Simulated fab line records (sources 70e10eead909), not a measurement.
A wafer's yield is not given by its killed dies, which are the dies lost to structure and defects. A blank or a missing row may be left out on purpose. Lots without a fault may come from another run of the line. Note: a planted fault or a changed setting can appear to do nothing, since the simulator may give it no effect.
fab line records    flow nand-harc
[record] lots = 14  wafers = 42  last-day = 25
route steps=1159 shown P_BONDPAD@376 A_SOURCE_PLATE@420 A_ONON_D1@430 END@1159
lots untouched by any fault: they come from a run of this same line in which no faults occurred
start-h: the number of hours between the record's first day and the start of the first shown wafer of the lot    wait-h: hours elapsed since this lot's preceding step    " same as the row above    L1.1+2: a single row standing in for several wafers    - either no value or no given start    * or withheld: withheld    < > ~ a bound
route shown NAME@n: a module of which the file shows steps, and the number in the route of the first    usual: average and standard deviation across the fault-free wafers    same: alike in all rows    chamber/n: place in a boat    sites: each site's reading    _std_site: how widely they spread, as a standard deviation    _edge_site: outer sites' mean less inner sites'    radius-mm: for every site, how far away it sits from the centre of the wafer    mask NAME#n: copy n    behind: tool/chamber where the wafer was last shaped    hold: why the lot was held/for how many hours/how that ended    device: which transistor (n, p or np) failed to switch    end of line: the route-end tests of the same wafers    a step with no rows: only its recipe    killed: the dies lost at the first sort to structure and to defects; this is not the yield of the wafer    map: the dies of a wafer, with x for killed, . for not killed, _ for no die there
set.NAME: setting as actually run; set.NAME@STEP: the setting as run at that earlier step    model.NAME: the simulator's own value behind a step, which no gauge read
a sample of lots followed through the steps of the route, with each step as a table and each wafer as a row
services: the hour from which a tool's chamber was out of use, counted from the record's first day as start-h (under 0 if before that day), plus the number of hours and why
[[steps]]
[step NHARC_P_BONDPAD_PVD_17]
[recipe] target-thk-a = 50  bias-v = 168.6  power-w = 15000  chamber-pressure-pa = 0.12  time-s = 8.06  substrate-temp-c = 50  material = TaN
[usual] substrate-temp-c = 50.02/0.12  throttle-valve-pct = 30.3/0.89
lot.wafer  tool            chamber  start-h  wait-h  substrate-temp-c  throttle-valve-pct
L635.4     pvd-sputter-03  -        -        -       49.82             29.8
L635.3     "               -        "        "       50.07             30.2
L635.5     "               -        "        "       49.87             29.6
L637.3     pvd-sputter-01  -        -        -       50.06             29.7
L637.2     "               -        "        "       50.13             29.4
L637.6     "               -        "        "       50.06             32.0
L636.2     pvd-sputter-02  -        -        -       50.15             31.0
L636.4     "               -        "        "       50.24             29.8
L636.5     "               -        "        "       49.92             28.8
L640.1     pvd-sputter-02  -        -        -       50.06             28.6
L640.4     "               -        "        "       49.80             31.0
L640.5     "               -        "        "       50.21             28.8
L642.2     pvd-sputter-01  -        -        -       50.00             31.7
L642.4     "               -        "        "       49.93             29.9
L642.6     "               -        "        "       50.08             29.8
L648.4     pvd-sputter-01  -        -        -       49.98             30.7
L648.2     "               -        "        "       50.04             29.7
L648.5     "               -        "        "       50.02             29.8
L649.1     pvd-sputter-02  -        -        -       50.00             28.8
L649.3     "               -        "        "       49.86             29.6
L649.6     "               -        "        "       50.02             31.1
L646.2     pvd-sputter-01  -        -        -       50.19             29.5
L646.1     "               -        "        "       50.18             31.0
L646.3     "               -        "        "       49.86             31.7
L650.3     pvd-sputter-03  -        -        -       50.05             30.5
L650.6     "               -        "        "       49.99             30.4
L650.5     "               -        "        "       49.89             30.3
L651.4     pvd-sputter-02  -        -        -       50.04             29.1
L651.1     "               -        "        "       50.21             30.6
L651.5     "               -        "        "       50.06             29.0
L653.3     pvd-sputter-01  -        -        -       50.10             29.9
L653.6     "               -        "        "       49.97             29.7
L653.5     "               -        "        "       50.13             31.5
L655.3     pvd-sputter-02  -        -        -       49.97             28.3
L655.1     "               -        "        "       49.97             30.9
L655.6     "               -        "        "       50.09             30.9
L656.1     pvd-sputter-01  -        -        -       49.96             29.7
L656.3     "               -        "        "       49.72             30.7
L656.5     "               -        "        "       49.93             30.8
L657.4     pvd-sputter-01  -        -        -       49.83             31.1
L657.2     "               -        "        "       50.23             31.5
L657.5     "               -        "        "       50.01             29.6
[step NHARC_P_BONDPAD_INSPECT_23]
[usual] raw-defect-count = 351/140
lot.wafer  tool               chamber  start-h  wait-h  raw-defect-count
L635.3     defect-inspect-01  -        137.35   0.0     363
L635.4     "                  -        "        "       332
L635.5     "                  -        "        "       166
L637.2     defect-inspect-01  -        143.76   0.0     483
L637.3     "                  -        "        "       232
L637.6     "                  -        "        "       453
L636.2     defect-inspect-01  -        144.15   0.1     391
L636.4     "                  -        "        "       340
L636.5     "                  -        "        "       595
L640.1     defect-inspect-01  -        153.10   0.0     498
L640.4     "                  -        "        "       399
L640.5     "                  -        "        "       177
L642.2     defect-inspect-02  -        177.86   0.0     238
L642.4     "                  -        "        "       193
L642.6     "                  -        "        "       189
L648.2     defect-inspect-02  -        206.59   0.0     294
L648.4     "                  -        "        "       208
L648.5     "                  -        "        "       399
L649.1     defect-inspect-01  -        206.89   0.0     234
L649.3     "                  -        "        "       565
L649.6     "                  -        "        "       459
L646.1     defect-inspect-02  -        219.82   0.0     845
L646.2     "                  -        "        "       422
L646.3     "                  -        "        "       464
L650.3     defect-inspect-01  -        226.73   0.0     371
L650.5     "                  -        "        "       589
L650.6     "                  -        "        "       510
L651.1     defect-inspect-02  -        231.30   0.0     387
L651.4     "                  -        "        "       471
L651.5     "                  -        "        "       438
L653.3     defect-inspect-01  -        249.12   0.0     291
L653.5     "                  -        "        "       291
L653.6     "                  -        "        "       289
L655.1     defect-inspect-01  -        253.31   0.0     304
L655.3     "                  -        "        "       456
L655.6     "                  -        "        "       273
L656.1     defect-inspect-01  -        267.56   0.0     227
L656.3     "                  -        "        "       316
L656.5     "                  -        "        "       312
L657.2     defect-inspect-01  -        273.07   0.0     211
L657.4     "                  -        "        "       391
L657.5     "                  -        "        "       211
[step NHARC_A_SOURCE_PLATE_THK_MEAS_06]
[recipe] thk-meas-gauge = ellipsometry
[usual] thk-nm = 200.6/2.1
lot.wafer  tool           chamber  start-h  wait-h  thk-nm
L635.3     film-metro-02  -        161.72   0.4     202.8
L635.4     "              -        "        "       200.3
L635.5     "              -        "        "       198.5
L636.2     film-metro-01  -        170.01   0.4     201.5
L636.4     "              -        "        "       201.6
L636.5     "              -        "        "       201.4
L637.2     film-metro-02  -        170.01   0.4     202.0
L637.3     "              -        "        "       198.4
L637.6     "              -        "        "       199.0
L640.1     film-metro-02  -        173.65   0.4     199.0
L640.4     "              -        "        "       200.6
L640.5     "              -        "        "       202.6
L642.2     film-metro-01  -        201.45   0.4     201.1
L642.4     "              -        "        "       199.7
L642.6     "              -        "        "       202.7
L649.1     film-metro-01  -        230.35   0.4     198.3
L649.3     "              -        "        "       199.2
L649.6     "              -        "        "       198.8
L648.2     film-metro-02  -        230.35   0.4     201.2
L648.4     "              -        "        "       201.2
L648.5     "              -        "        "       203.6
L646.1     film-metro-02  -        243.62   0.4     202.5
L646.2     "              -        "        "       201.8
L646.3     "              -        "        "       201.7
L650.3     film-metro-01  -        250.24   0.4     199.2
L650.5     "              -        "        "       200.3
L650.6     "              -        "        "       201.4
L651.1     film-metro-01  -        254.27   0.4     199.9
L651.4     "              -        "        "       200.0
L651.5     "              -        "        "       200.7
L653.3     film-metro-02  -        272.27   0.4     200.3
L653.5     "              -        "        "       202.2
L653.6     "              -        "        "       198.3
L655.1     film-metro-02  -        276.35   0.4     196.1
L655.3     "              -        "        "       196.2
L655.6     "              -        "        "       198.9
L656.1     film-metro-01  -        291.01   0.4     201.0
L656.3     "              -        "        "       197.6
L656.5     "              -        "        "       199.9
L657.2     film-metro-01  -        300.94   0.4     202.3
L657.4     "              -        "        "       200.0
L657.5     "              -        "        "       201.3
[step NHARC_A_ONON_D1_DEP_09]
[recipe] target-thk-a = 10000  n2-flow-sccm = 2750  n2o-flow-sccm = 2000  nh3-flow-sccm = 500  sih4-flow-sccm = 210  temp-c = 400
lot.wafer   tool           chamber  start-h  wait-h
L635.3+4+5  pecvd-onon-01  0        163.71   0.2
L637.2+3+6  pecvd-onon-03  0        171.89   0.1
L636.2+4+5  pecvd-onon-02  0        171.89   0.1
L640.1+4+5  pecvd-onon-02  0        175.48   0.1
L642.2+4+6  pecvd-onon-03  0        203.36   0.1
L648.2+4+5  pecvd-onon-01  0        232.24   0.1
L649.1+3+6  pecvd-onon-03  0        232.24   0.1
L646.1+2+3  pecvd-onon-01  0        245.67   0.1
L650.3+5+6  pecvd-onon-03  0        252.21   0.2
L651.1+4+5  pecvd-onon-02  0        256.11   0.1
L653.3+5+6  pecvd-onon-03  0        274.23   0.2
L655.1+3+6  pecvd-onon-02  0        278.22   0.1
L656.1+3+5  pecvd-onon-03  0        292.84   0.1
L657.2+4+5  pecvd-onon-01  0        304.29   0.3
[step NHARC_A_ONON_D1_THK_MEAS_11]
[recipe] thk-meas-gauge = ellipsometry
[usual] thk-nm = 999/7.9
lot.wafer  tool           chamber  start-h  wait-h  thk-nm
L635.3     film-metro-01  -        164.10   -       993
L635.4     "              -        "        "       992
L635.5     "              -        "        "       992
L636.2     film-metro-02  -        172.35   -       1004
L636.4     "              -        "        "       1004
L636.5     "              -        "        "       1005
L637.2     film-metro-01  -        172.35   -       998
L637.3     "              -        "        "       1000
L637.6     "              -        "        "       1001
L640.1     film-metro-02  -        176.00   -       985
L640.4     "              -        "        "       983
L640.5     "              -        "        "       986
L642.2     film-metro-02  -        203.82   -       1002
L642.4     "              -        "        "       1004
L642.6     "              -        "        "       1004
L648.2     film-metro-02  -        232.69   -       1052
L648.4     "              -        "        "       1052
L648.5     "              -        "        "       1049
L649.1     film-metro-01  -        232.75   -       991
L649.3     "              -        "        "       990
L649.6     "              -        "        "       991
L646.1     film-metro-01  -        246.18   -       1040
L646.2     "              -        "        "       1042
L646.3     "              -        "        "       1042
L650.3     film-metro-01  -        252.61   -       1005
L650.5     "              -        "        "       1003
L650.6     "              -        "        "       1005
L651.1     film-metro-01  -        256.63   -       997
L651.4     "              -        "        "       998
L651.5     "              -        "        "       997
L653.3     film-metro-01  -        274.62   -       1005
L653.5     "              -        "        "       1007
L653.6     "              -        "        "       1006
L655.1     film-metro-01  -        278.73   -       1006
L655.3     "              -        "        "       1006
L655.6     "              -        "        "       1007
L656.1     film-metro-02  -        293.35   -       984
L656.3     "              -        "        "       984
L656.5     "              -        "        "       983
L657.2     film-metro-02  -        304.74   -       999
L657.4     "              -        "        "       1000
L657.5     "              -        "        "       1001
[step NHARC_END_SORT_01]
[recipe] temp-c = 25
[usual] killed-at-array = 28/11  killed-at-other = 0.7/1.1  killed-at-periphery = 2.9/2  killed-dies = 32/11  killed-open = 3.2/1.8  killed-short = 2.0/1.4
[same] gross-dies = 677
lot.wafer  tool       chamber  start-h  wait-h  killed-at-array  killed-at-other  killed-at-periphery  killed-dies  killed-open  killed-short
L648.2     prober-01  0        508.88   2.8     335              1                2                    338          3            6
L648.4     prober-01  0        510.46   3.4     337              1                5                    343          6            5
L648.5     prober-01  0        511.26   3.7     333              1                4                    338          4            4
L646.1     prober-02  0        517.75   2.5     319              2                4                    325          3            2
L646.2     prober-02  0        518.54   2.8     298              2                3                    303          3            1
L646.3     prober-02  0        519.34   3.1     332              4                4                    340          3            1
// killed by level:class
L648.2 A_ONON_D1:area-dep=304 A_SLIT:chamber-film-flake=12 A_CHANNEL_HOLE_D1:chamber-film-flake=6 A_CONTACT:chamber-film-flake=3 A_CHANNEL_FILL_D1:geometric-particle:short=2 A_STAIRCASE:chamber-film-flake=2 P_CONTACT:geometric-particle:open=1 P_M0:geometric-particle:short=1
L648.4 A_ONON_D1:area-dep=309 A_SLIT:chamber-film-flake=15 P_M0:geometric-particle:short=2 A_CHANNEL_FILL_D1:geometric-particle:short=2 A_CHANNEL_HOLE_D1:chamber-film-flake=2 A_STAIRCASE:chamber-film-flake=2 A_CONTACT:chamber-film-flake=2 P_GATE:geometric-particle:open=1
L648.5 A_ONON_D1:area-dep=303 A_SLIT:chamber-film-flake=11 A_CONTACT:chamber-film-flake=4 A_CHANNEL_HOLE_D1:chamber-film-flake=3 A_STAIRCASE:chamber-film-flake=3 A_M1:chamber-film-flake=3 P_CONTACT:geometric-particle:open=2 A_CHANNEL_FILL_D1:geometric-particle:short=2
L646.1 A_ONON_D1:area-dep=289 A_SLIT:chamber-film-flake=12 A_CONTACT:chamber-film-flake=7 A_CHANNEL_HOLE_D1:chamber-film-flake=5 A_ZERO_WELL:chamber-film-flake=3 P_M0:geometric-particle:short=1 A_SOURCE_PLATE:geometric-particle:short=1 A_CONTACT:geometric-particle:open=1
L646.2 A_ONON_D1:area-dep=274 A_SLIT:chamber-film-flake=8 A_CHANNEL_HOLE_D1:chamber-film-flake=6 A_M0:geometric-particle:open=2 A_CONTACT:chamber-film-flake=2 THIN_TSV:chamber-film-flake=2 A_WL_FILL:geometric-particle:short=1 A_CONTACT:geometric-particle:open=1
L646.3 A_ONON_D1:area-dep=296 A_SLIT:chamber-film-flake=17 A_CHANNEL_HOLE_D1:chamber-film-flake=10 A_CONTACT:chamber-film-flake=4 THIN_TSV:chamber-film-flake=4 P_GATE:chamber-film-flake=2 P_CONTACT:geometric-particle:open=1 A_WL_FILL:geometric-particle:open=1
[[services]]
tool            chamber  start-h  hours  kind
pecvd-onon-03   -        153.40   13.0   pm
pvd-sputter-01  -        158.05   10.0   pm
pecvd-onon-01   -        195.00   13.0   pm
pvd-sputter-02  -        214.02   10.0   pm
pvd-sputter-01  -        219.63   4.7    repair
pvd-sputter-01  -        229.52   4.9    repair
pvd-sputter-03  -        257.71   13.6   repair
pvd-sputter-03  -        280.00   10.0   pm
pecvd-onon-02   -        289.50   0.5    repair
pecvd-onon-02   -        292.62   13.0   pm
pvd-sputter-01  -        295.11   2.5    repair
pecvd-onon-03   -        298.80   4.6    repair
[[key]]
[first-sign] step = NHARC_A_ONON_D1_THK_MEAS_11  reading = thk-nm  direction = up  sigmas = 5.9  usual = 999  struck = 1046
[effect] step = NHARC_END_SORT_01  reading = killed-at-array  direction = up  sigmas = 27  usual = 28  struck = 326
[more-kills-born-at] NHARC_A_ONON_D1_DEP_09@pecvd-onon-01 = 1775
met-at NHARC_A_ONON_D1_DEP_09
struck-lots L646,L648
tester-left-out L646,L648
not-acting-at NHARC_P_BONDPAD_PVD_17,NHARC_P_BONDPAD_INSPECT_23,NHARC_A_SOURCE_PLATE_THK_MEAS_06
onset-between 163.71 232.24
[fault] kind = process-parameter-drift  tool = pecvd-onon-01  chamber = -  onset-h = 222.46  steps = NHARC_A_ONON_D1_DEP_09  channel = target-thk-a  offset = *  shape = step  end-h = 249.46  acts-in = *  stated = *
// tester-left-out: of these lots the tester's yield and bins aren't shown, on N5 and GAA mostly nor the transistor test; their killed dies are dies lost to structure and defects alone, not to doping, threshold or leakage, so they don't give the yield
